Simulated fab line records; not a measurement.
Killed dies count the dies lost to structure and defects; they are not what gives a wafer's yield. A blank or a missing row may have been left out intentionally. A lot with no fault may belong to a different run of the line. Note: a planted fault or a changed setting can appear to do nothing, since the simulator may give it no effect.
Chamber matching    flow n5_finfet    rie_diel-03 running N5_BEOL_M11_STRIP_36: 4 sister chambers
The step strips in N2/H2. 8 wafers are shown with their chamber, then 7 later ones without.

== WAFERS WITH THEIR CHAMBER ==
wafer   chamber  drypump_motor_current_A (A)  throttle_valve_pct (%)
L081.3  3        5.9                          23.96
L087.2  0        6.7                          24.17
L087.4  2        4.9                          23.30
L088.3  1        6.1                          23.63
L088.4  2        4.9                          23.27
L088.5  0        6.7                          24.15
L091.3  1        6.1                          23.66
L091.4  3        6.0                          23.98

== WAFERS WITH NO CHAMBER GIVEN ==
wafer   drypump_motor_current_A (A)  throttle_valve_pct (%)
L091.5  4.9                          23.29
L094.1  5.9                          24.00
L094.4  4.9                          23.28
L094.5  6.8                          24.20
L097.1  4.9                          23.30
L097.2  6.0                          23.99
L097.5  4.9                          23.33

== THE CHAMBER EACH PASSED THROUGH ==
wafer   from the rows above  in truth
L091.5  2                    2
L094.1  3                    3
L094.4  2                    2
L094.5  0                    0
L097.1  2                    2
L097.2  3                    3
L097.5  2                    2
Correctly placed: 7 of 7. Number that these rows cannot place: 0. Wrongly placed: 0.
How it was worked out, from the rows above alone: a wafer's distance from a chamber is the root of the sum, over the readings, of the square of ((its reading less the chamber's mean) divided by the reading's scatter). The wafer belongs to the nearest chamber; if the next one is less than 2 further off, it can't be placed. Each chamber's mean is taken over the wafers shown for it. The scatter is the square root of a quotient: the sum, over the shown wafers, of each reading's squared deviation from its chamber's mean, divided by wafers minus chambers.
